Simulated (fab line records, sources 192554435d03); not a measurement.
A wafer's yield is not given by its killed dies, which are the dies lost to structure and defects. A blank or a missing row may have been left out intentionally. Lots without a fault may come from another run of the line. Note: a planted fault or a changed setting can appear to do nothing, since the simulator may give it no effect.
Comparing a struck lot with a sound one    flow n5 finfet    20 steps out of a route of 1938
Sound: wafers L470.1, L470.5, L470.6. Wafers L473.3, L473.5, L473.6 were the ones struck. The cause is given at the end.
For every step that has rows: the tool of each side, followed by ch and its chambers, followed by its first start. Under that, the readings that differ: sound wafers    struck wafers    difference of the means    sigmas: that difference in standard deviations of wafers without a fault.
alike: words and numbers the same on both sides, and readings whose means are apart by under 2 such deviations; not compared: readings that were withheld, readings missing a value for some wafer, numbers with overlapping values and no deviation given by the record, and bounds like >300 which may hide the same value.
A row with sigmas, a row that says differs or no value, or rows on one side alone: a step with any of these is where the two part. Numbers that don't overlap but have no deviation are shown without sigmas and don't part them. A reading missing from all wafers of one side parts the sides only when that side holds two or more wafers.

N5_BEOL_M15_VIA_ETCH_16: etches SiO2 in C4F8/O2/Ar, target depth 1792.2 nm.
  sound on rie diel-05 ch 1,2, day 13 18:20; struck on rie diel-06 ch 0,1, day 14 16:44
  alike: C4F8_flow_sccm, drypump motor current A, he inner torr, oes_ar_750_au, oes_o_777_au, oes product au, rf vpp V, showerhead plenum p Torr, throttle valve pct
N5_BEOL_M15_STRIP_63: strips in O2.
  sound on rie diel-05 ch 1,2; struck on rie diel-06 ch 0,1
  alike: drypump motor current A, oes product au, rf vpp V, showerhead plenum p Torr, throttle valve pct
  not compared: rf hours counter h
N5_BEOL_M15_STRIP_64: strips in O2.
  sound on rie diel-05 ch 1,2; struck on rie diel-06 ch 0,1
  alike: drypump motor current A, oes product au, rf vpp V, showerhead plenum p Torr, throttle valve pct
  not compared: rf hours counter h
then, 2 steps without rows for these wafers: N5_BEOL_M15_STRIP_65 (strips in post etch residue remover, time 60 s); N5_BEOL_M15_SRD_66 (time 30 s, dry time 30 s).
N5_BEOL_M15_CD_MEAS_17 targets a cd of 360 nm.
  sound on cd sem-02, day 13 18:45; struck on cd sem-03, day 14 17:09
reading     sound              struck             difference  sigmas
cd nm (nm)  362.4 361.8 362.6  357.0 358.6 358.4  -4.3        -2
then, 1 step without rows for these wafers: N5_BEOL_M15_COAT_56 (time 60 s, resist thk 550 nm).
N5_BEOL_M15_ETCH_57: etches SOC in N2/H2, time 750 s.
  sound on rie diel-01 ch 1,2,3, day 13 19:07; struck on rie diel-05 ch 0,1,2, day 14 17:15
  alike: drypump motor current A, h2 flow sccm, oes product au, rf vpp V, showerhead plenum p Torr, throttle valve pct
  not compared: rf hours counter h
then, 4 steps without rows for these wafers: N5_BEOL_M15_COAT_60 (time 60 s, resist thk 89 nm); N5_BEOL_M15_COAT_22 (resist thk 800 nm); N5_BEOL_M15_EBR_24; N5_BEOL_M15_SOFTBAKE_23 (time 60 s).
N5_BEOL_M15_EXPOSE_25: exposes mask M15, target cd 400 nm.
  sound on krf scanner-01 ch 0, day 13 19:51; struck on krf scanner-01 ch 0, day 14 17:52
reading                           sound           struck    difference  sigmas
model.BEOL_M15.overlay x nm (nm)  -2.2 -2.2 -2.2  97 97 97  +99         
  alike: mask
then, 3 steps without rows for these wafers: N5_BEOL_M15_PEB_26 (peb time 90 s); N5_BEOL_M15_DEVELOP_27 (develop time 45 s); N5_BEOL_M15_HARDBAKE_32 (time 120 s).
N5_BEOL_M15_CD_MEAS_28 targets a cd of 407.6 nm.
  sound on cd sem-03 ch 0, day 13 20:01; struck on cd sem-02 ch 0, day 14 18:01
  alike: cd nm
N5_BEOL_M15_OVL_MEAS_29:
  sound on overlay-02 ch 0, day 13 20:03; struck on overlay-01 ch 0, day 14 18:03
reading       sound    struck      difference  sigmas
M15_OVL (nm)  -4 -8 2  100 95 102  +102        +21
N5_BEOL_M15_INSPECT_30: inspects for defects (macro).
  sound on defect inspect-01, day 13 20:04; struck on defect inspect-02, day 14 18:05
  alike: raw defect count
N5_PASSIVATION_PROBE_49:
  sound on prober-01, day 14 16:11; struck on prober-02, day 15 10:04
  alike: defect limited yield, killed_at_M0_to_M3, killed_at_M4_up, killed at contacts, killed at front end, killed at other, killed dies, killed open, killed short, sort_bin_5_function, sort_bin_6_memory, sort n pass, sort yield pct

== WHERE THEY PART ==
First at N5_BEOL_M15_CD_MEAS_17; last, within this record, at N5_BEOL_M15_OVL_MEAS_29. Later steps at which nothing parts them and some readings are alike: N5_BEOL_M15_INSPECT_30, N5_PASSIVATION_PROBE_49.

WHY: the cause the simulator had injected
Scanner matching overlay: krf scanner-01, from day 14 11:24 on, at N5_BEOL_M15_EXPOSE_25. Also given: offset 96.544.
